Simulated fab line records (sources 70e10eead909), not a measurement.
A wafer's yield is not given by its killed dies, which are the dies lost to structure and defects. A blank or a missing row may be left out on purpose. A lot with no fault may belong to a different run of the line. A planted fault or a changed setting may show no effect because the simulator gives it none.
fab line records	flow nand_harc	part 2 of 2: steps 6 to 6 of 6
record lots=9	wafers=27	last_day=31
route steps=1302 shown A_CHANNEL_FILL_D1@492 END@1301
lots that met no fault: from a run of the same line without faults
start_h: hours from the record's first day to the start of the lot's first wafer shown	wait_h: how many hours have passed since the lot's step before this one	" identical to the entry in the row above	L1.1+2: a row that stands for several wafers	- no value, or no start given	* or withheld: withheld	< > ~ a bound
route shown NAME@n: NAME is a module with steps in the file, n the number in the route of the first one	usual: mean/standard deviation of fault-free wafers	same: alike in all rows	chamber/n: place in a boat	sites: readings site by site	_std_site: the values' standard deviation	_edge_site: mean of outer sites minus mean of inner sites	radius_mm: for every site, how far away it sits from the centre of the wafer	mask NAME#n: copy n	behind: the tool/chamber that last shaped the wafer	hold: cause of the lot's hold/its duration in hours/its outcome	device: names the non-switching transistor (n, p or np)	end of line: tests of these same wafers at the route's end	a step given without rows: its recipe and nothing more	killed: the dies lost at the first sort to structure and to defects; this is not the yield of the wafer	map: dies across one wafer; x = killed, . = not, _ = none there
set.NAME: the setting as run; set.NAME@STEP: as run at that earlier step	model.NAME: the simulator's own value behind a step, which no gauge read
steps of the route over a sample of lots; a table a step, a row a wafer
services: when a tool's chamber went out of use (start_h, in hours from the record's first day, below 0 if earlier), for how many hours, and the reason
## steps
# step NHARC_END_SORT_01
# recipe temp_c=25
# usual killed_at_array=58/17	killed_at_other=1.0/1.4	killed_at_periphery=3.6/2.4	killed_dies=62/17	killed_open=3.4/2	killed_short=2.2/1.6
# same gross_dies=677
lot.wafer	tool	chamber	start_h	wait_h	hold	killed_at_array	killed_at_other	killed_at_periphery	killed_dies	killed_open	killed_short
L251.1	prober-01	0	572.82	2.5	-	50	0	4	54	1	3
L251.4	prober-01	0	575.23	3.4	-	53	0	2	55	2	4
L251.6	prober-01	0	576.83	4.0	-	51	0	2	53	1	1
L253.1	prober-02	0	572.88	2.5	-	62	3	3	68	2	2
L253.2	prober-02	0	573.68	2.8	-	73	2	3	78	2	1
L253.5	prober-02	0	576.10	3.7	-	66	0	1	67	0	2
L255.3	prober-02	0	627.44	3.1	-	58	1	3	62	4	0
L255.4	prober-02	0	628.23	3.4	-	64	0	6	70	5	5
L255.5	prober-02	0	629.02	3.6	-	69	0	3	72	4	3
L257.2	prober-01	0	641.99	2.8	-	54	0	10	64	9	5
L257.4	prober-01	0	643.64	3.5	-	60	0	3	63	4	2
L257.5	prober-01	0	644.46	3.8	-	65	0	7	72	6	1
L256.2	prober-02	0	647.04	2.8	-	79	2	1	82	8	4
L256.3	prober-02	0	647.85	3.1	-	60	0	5	65	2	3
L256.5	prober-02	0	649.46	3.7	-	70	1	5	76	1	0
L259.1	prober-02	0	657.37	2.5	-	44	0	2	46	3	1
L259.4	prober-02	0	659.75	3.4	-	43	0	2	45	4	0
L259.6	prober-02	0	661.34	4.0	-	33	0	1	34	0	1
L258.2	prober-02	0	665.99	2.8	-	62	3	3	68	3	1
L258.5	prober-02	0	668.40	3.7	-	60	1	1	62	2	2
L258.6	prober-02	0	669.21	4.0	-	69	0	3	72	3	2
L261.3	prober-01	0	676.56	5.2	await_dispo/2.0h/release	52	2	6	60	1	7
L261.4	prober-01	0	677.36	5.4	await_dispo/2.0h/release	59	0	7	66	3	1
L261.5	prober-01	0	678.16	5.7	await_dispo/2.0h/release	42	3	1	46	1	1
L268.1	prober-02	0	739.11	2.5	-	50	0	1	51	2	1
L268.2	prober-02	0	739.91	2.8	-	53	1	3	57	3	3
L268.3	prober-02	0	740.71	3.1	-	46	1	3	50	0	1
# killed by level:class
L251.1 A_CHANNEL_HOLE_D1:chamber_film_flake=31 A_CHANNEL_HOLE_D2:chamber_film_flake=9 P_GATE:chamber_film_flake=3 A_ONON_D2:geometric_particle:short=2 A_SLIT:chamber_film_flake=2 A_WL_FILL:chamber_film_flake=2 A_CHANNEL_FILL_D1:geometric_particle:short=1 A_SGD_CUT:geometric_particle:open=1
L253.1 A_CHANNEL_HOLE_D2:chamber_film_flake=25 A_SLIT:chamber_film_flake=25 A_CONTACT:chamber_film_flake=3 THIN_TSV:chamber_film_flake=3 A_ONON_D2:geometric_particle:short=2 P_M2:chamber_film_flake=2 A_CHANNEL_HOLE_D1:chamber_film_flake=2 A_BLC:chamber_film_flake=2
L253.2 A_CHANNEL_HOLE_D2:chamber_film_flake=35 A_SLIT:chamber_film_flake=27 A_BLC:chamber_film_flake=4 A_WL_FILL:chamber_film_flake=3 P_M2:chamber_film_flake=2 A_CONTACT:chamber_film_flake=2 THIN_TSV:chamber_film_flake=2 P_M0:geometric_particle:open=1
L251.4 A_CHANNEL_HOLE_D1:chamber_film_flake=26 A_SLIT:chamber_film_flake=8 A_CHANNEL_HOLE_D2:chamber_film_flake=6 A_WL_FILL:chamber_film_flake=3 A_STAIRCASE:chamber_film_flake=2 A_ONON_D1:geometric_particle:short=1 A_CHANNEL_FILL_D1:geometric_particle:short=1 A_ONON_D2:geometric_particle:short=1
L253.5 A_CHANNEL_HOLE_D2:chamber_film_flake=35 A_SLIT:chamber_film_flake=20 A_STAIRCASE:chamber_film_flake=3 A_CHANNEL_HOLE_D1:chamber_film_flake=2 A_CHANNEL_FILL_D1:chamber_film_flake=2 A_WL_FILL:chamber_film_flake=2 P_STI:geometric_particle:short=1 A_SOURCE_PLATE:geometric_particle:short=1
L251.6 A_CHANNEL_HOLE_D1:chamber_film_flake=26 A_CHANNEL_HOLE_D2:chamber_film_flake=14 A_SLIT:chamber_film_flake=4 A_STAIRCASE:chamber_film_flake=2 A_SGD_CUT:chamber_film_flake=2 A_CONTACT:chamber_film_flake=2 P_M0:geometric_particle:open=1 A_ONON_D1:geometric_particle:short=1
L255.3 A_CHANNEL_HOLE_D2:chamber_film_flake=23 A_CHANNEL_HOLE_D1:chamber_film_flake=21 A_CONTACT:chamber_film_flake=6 A_WL_FILL:chamber_film_flake=4 P_ZERO_WELL:chamber_film_flake=2 P_M2:geometric_particle:open=1 A_DECK1_JOINT:geometric_particle:open=1 A_M0:geometric_particle:open=1
L255.4 A_CHANNEL_HOLE_D2:chamber_film_flake=24 A_CHANNEL_HOLE_D1:chamber_film_flake=20 A_STAIRCASE:chamber_film_flake=7 A_CONTACT:chamber_film_flake=3 A_CHANNEL_FILL_D2:geometric_particle:short=2 P_ZERO_WELL:chamber_film_flake=2 A_M1:chamber_film_flake=2 P_STI:geometric_particle:open=1
L255.5 A_CHANNEL_HOLE_D1:chamber_film_flake=31 A_CHANNEL_HOLE_D2:chamber_film_flake=24 P_ZERO_WELL:chamber_film_flake=2 A_STAIRCASE:chamber_film_flake=2 A_M1:chamber_film_flake=2 A_CHANNEL_FILL_D1:geometric_particle:short=1 A_CHANNEL_FILL_D1:geometric_particle:open=1 A_CHANNEL_FILL_D2:geometric_particle:open=1
L257.2 A_SLIT:chamber_film_flake=32 A_CHANNEL_HOLE_D2:chamber_film_flake=6 A_STAIRCASE:chamber_film_flake=4 P_M0:geometric_particle:short=2 A_BLC:geometric_particle:open=2 P_BONDPAD:chamber_film_flake=2 A_CHANNEL_HOLE_D1:chamber_film_flake=2 P_CONTACT:geometric_particle:short=1
L257.4 A_SLIT:chamber_film_flake=32 A_CHANNEL_HOLE_D2:chamber_film_flake=5 A_STAIRCASE:chamber_film_flake=5 A_WL_FILL:chamber_film_flake=3 A_CHANNEL_HOLE_D1:chamber_film_flake=2 A_DECK1_JOINT:chamber_film_flake=2 A_CHANNEL_FILL_D2:chamber_film_flake=2 A_CONTACT:chamber_film_flake=2
L257.5 A_SLIT:chamber_film_flake=32 A_CHANNEL_HOLE_D2:chamber_film_flake=11 A_STAIRCASE:chamber_film_flake=8 A_CHANNEL_HOLE_D1:chamber_film_flake=5 A_CHANNEL_FILL_D2:geometric_particle:open=2 P_ZERO_WELL:chamber_film_flake=2 P_BONDPAD:chamber_film_flake=2 A_CHANNEL_FILL_D2:chamber_film_flake=2
L256.2 A_CHANNEL_HOLE_D2:chamber_film_flake=30 A_CHANNEL_HOLE_D1:chamber_film_flake=28 A_STAIRCASE:chamber_film_flake=3 A_ZERO_WELL:chamber_film_flake=2 A_CHANNEL_FILL_D2:chamber_film_flake=2 THIN_TSV:chamber_film_flake=2 P_GATE:geometric_particle:open=1 A_ONON_D1:geometric_particle:short=1
L256.3 A_CHANNEL_HOLE_D2:chamber_film_flake=22 A_CHANNEL_HOLE_D1:chamber_film_flake=20 A_CHANNEL_FILL_D2:chamber_film_flake=4 A_STAIRCASE:chamber_film_flake=4 P_ZERO_WELL:chamber_film_flake=3 A_DECK1_JOINT:chamber_film_flake=2 A_CONTACT:chamber_film_flake=2 A_ONON_D1:geometric_particle:open=1
L256.5 A_CHANNEL_HOLE_D2:chamber_film_flake=33 A_CHANNEL_HOLE_D1:chamber_film_flake=31 P_ZERO_WELL:chamber_film_flake=2 P_M1:chamber_film_flake=2 A_DECK1_JOINT:chamber_film_flake=2 P_CONTACT:geometric_particle:open=1 A_ZERO_WELL:chamber_film_flake=1 A_CHANNEL_FILL_D1:chamber_film_flake=1
L259.1 A_CHANNEL_HOLE_D2:chamber_film_flake=22 A_CHANNEL_HOLE_D1:chamber_film_flake=9 A_STAIRCASE:chamber_film_flake=5 A_ZERO_WELL:chamber_film_flake=2 P_STI:chamber_film_flake=1 A_CHANNEL_HOLE_D1:geometric_particle:short=1 A_CHANNEL_FILL_D1:geometric_particle:open=1 A_SGD_CUT:geometric_particle:open=1
L259.4 A_CHANNEL_HOLE_D2:chamber_film_flake=19 A_CHANNEL_HOLE_D1:chamber_film_flake=9 A_ZERO_WELL:chamber_film_flake=4 A_STAIRCASE:chamber_film_flake=4 A_CONTACT:chamber_film_flake=3 P_CONTACT:geometric_particle:open=2 A_DECK1_JOINT:geometric_particle:open=1 A_WL_FILL:geometric_particle:open=1
L259.6 A_CHANNEL_HOLE_D2:chamber_film_flake=12 A_CHANNEL_HOLE_D1:chamber_film_flake=10 A_ZERO_WELL:chamber_film_flake=2 A_WL_FILL:chamber_film_flake=2 A_CONTACT:chamber_film_flake=2 A_WL_FILL:geometric_particle:short=1 P_BONDPAD:chamber_film_flake=1 A_CHANNEL_FILL_D1:chamber_film_flake=1
L258.2 A_CHANNEL_HOLE_D1:chamber_film_flake=27 A_CHANNEL_HOLE_D2:chamber_film_flake=14 A_STAIRCASE:chamber_film_flake=7 A_SLIT:chamber_film_flake=4 P_ZERO_WELL:chamber_film_flake=3 A_CONTACT:chamber_film_flake=3 A_ONON_D1:geometric_particle:open=2 A_CHANNEL_FILL_D2:chamber_film_flake=2
L258.5 A_CHANNEL_HOLE_D1:chamber_film_flake=32 A_CHANNEL_HOLE_D2:chamber_film_flake=15 A_STAIRCASE:chamber_film_flake=5 A_SLIT:chamber_film_flake=3 P_STI:geometric_particle:short=1 A_DECK1_JOINT:geometric_particle:open=1 A_CHANNEL_FILL_D2:geometric_particle:short=1 A_SGD_CUT:geometric_particle:open=1
L258.6 A_CHANNEL_HOLE_D1:chamber_film_flake=26 A_CHANNEL_HOLE_D2:chamber_film_flake=24 A_STAIRCASE:chamber_film_flake=9 A_CONTACT:chamber_film_flake=3 A_SLIT:chamber_film_flake=2 P_CONTACT:geometric_particle:open=1 A_CHANNEL_FILL_D2:geometric_particle:short=1 A_SGD_CUT:geometric_particle:short=1
L261.3 A_CHANNEL_HOLE_D1:chamber_film_flake=35 A_WL_FILL:geometric_particle:short=4 P_BONDPAD:chamber_film_flake=3 A_SLIT:chamber_film_flake=3 A_SGD_CUT:chamber_film_flake=2 A_WL_FILL:chamber_film_flake=2 A_CONTACT:chamber_film_flake=2 P_GATE:geometric_particle:open=1
L261.4 A_CHANNEL_HOLE_D1:chamber_film_flake=39 A_WL_FILL:chamber_film_flake=5 A_CONTACT:chamber_film_flake=4 A_SGD_CUT:chamber_film_flake=4 P_BONDPAD:chamber_film_flake=3 A_SLIT:chamber_film_flake=3 P_GATE:geometric_particle:open=1 P_M0:geometric_particle:open=1
L261.5 A_CHANNEL_HOLE_D1:chamber_film_flake=30 A_SGD_CUT:chamber_film_flake=3 A_CONTACT:chamber_film_flake=2 A_STAIRCASE:chamber_film_flake=2 THIN_TSV:chamber_film_flake=2 A_DECK1_JOINT:geometric_particle:open=1 A_WL_FILL:geometric_particle:short=1 P_BONDPAD:chamber_film_flake=1
L268.1 A_CHANNEL_HOLE_D1:chamber_film_flake=29 A_CONTACT:chamber_film_flake=8 A_SLIT:chamber_film_flake=6 A_WL_FILL:chamber_film_flake=2 A_CHANNEL_FILL_D1:geometric_particle:open=1 A_CHANNEL_FILL_D2:geometric_particle:open=1 A_WL_FILL:geometric_particle:short=1 P_STI:chamber_film_flake=1
L268.2 A_CHANNEL_HOLE_D1:chamber_film_flake=35 A_CONTACT:chamber_film_flake=6 A_SLIT:chamber_film_flake=3 A_CHANNEL_FILL_D2:geometric_particle:short=2 P_M0:geometric_particle:open=1 A_ONON_D1:geometric_particle:open=1 A_M0:geometric_particle:open=1 A_M1:geometric_particle:short=1
L268.3 A_CHANNEL_HOLE_D1:chamber_film_flake=31 A_CONTACT:chamber_film_flake=7 A_SLIT:chamber_film_flake=5 P_GATE:chamber_film_flake=3 A_CHANNEL_FILL_D2:geometric_particle:short=1 A_DECK1_JOINT:chamber_film_flake=1 A_CHANNEL_HOLE_D2:chamber_film_flake=1 THIN_TSV:chamber_film_flake=1
## services
tool	chamber	start_h	hours	kind
ald_hk-02	-	181.23	2.3	repair
rie_diel-08	-	190.80	9.0	pm
rie_diel-13	-	194.85	1.1	repair
lpcvd_poly-02	-	207.10	26.0	pm
rie_diel-08	2	224.14	4.1	repair
ald_hk-04	-	259.62	10.0	pm
rie_diel-13	0	266.45	15.9	repair
ald_hk-02	-	269.43	1.3	repair
ald_hk-01	-	298.65	10.0	pm
ald_hk-01	0	298.65	10.0	vent_cycle
ald_hk-01	1	298.65	10.0	vent_cycle
ald_hk-01	2	298.65	10.0	vent_cycle
ald_hk-01	3	298.65	10.0	vent_cycle
rie_diel-13	2	303.14	3.7	repair
rie_diel-08	-	305.45	0.1	repair
rie_diel-13	0	328.72	4.0	repair
rie_diel-13	-	342.00	9.0	pm
ald_hk-02	-	350.11	10.0	pm
rie_diel-08	2	355.42	6.9	repair
rie_diel-08	-	367.80	9.0	pm
rie_diel-13	2	368.03	3.2	repair
lpcvd_poly-03	-	386.00	26.0	pm
rie_diel-08	-	389.76	1.9	repair
rie_diel-13	-	393.76	0.2	repair
## key
first_sign step=NHARC_A_CHANNEL_FILL_D1_CVD_18	reading=tube_center_temp_C	direction=up	sigmas=99+	usual=*	struck=*
effect step=NHARC_A_CHANNEL_FILL_D1_CVD_18	reading=spike_tc_centre_C	direction=up	sigmas=11	usual=549.8	struck=562.2
effect step=NHARC_END_WLT_00	reading=VT_DECK1_MIDDLE	direction=up	sigmas=11	usual=0.887	struck=0.946
effect step=NHARC_END_SORT_01	reading=hold	direction=added
met_at NHARC_A_CHANNEL_FILL_D1_CVD_18
struck_lots L261
tester_left_out L261
not_acting_at NHARC_A_CHANNEL_FILL_D1_ALD_02,NHARC_A_CHANNEL_FILL_D1_ALD_14,NHARC_A_CHANNEL_FILL_D1_STRIP_29
fault kind=process_parameter_drift	tool=lpcvd_poly-02	chamber=-	onset_h=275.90	steps=NHARC_P_GATE_CVD_17,NHARC_A_SOURCE_PLATE_CVD_03,NHARC_A_CHANNEL_FILL_D1_CVD_18,NHARC_A_CHANNEL_FILL_D1_CVD_05,NHARC_A_CHANNEL_FILL_D1_CVD_09,NHARC_A_DECK1_JOINT_CVD_12,NHARC_A_CHANNEL_FILL_D2_CVD_18,NHARC_A_CHANNEL_FILL_D2_CVD_05,+2	channel=temp_c	offset=*	shape=step	end_h=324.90
# tester_left_out: of these lots the tester's yield and bins aren't shown, on N5 and GAA mostly nor the transistor test; their killed dies are dies lost to structure and defects alone, not to doping, threshold or leakage, so they don't give the yield
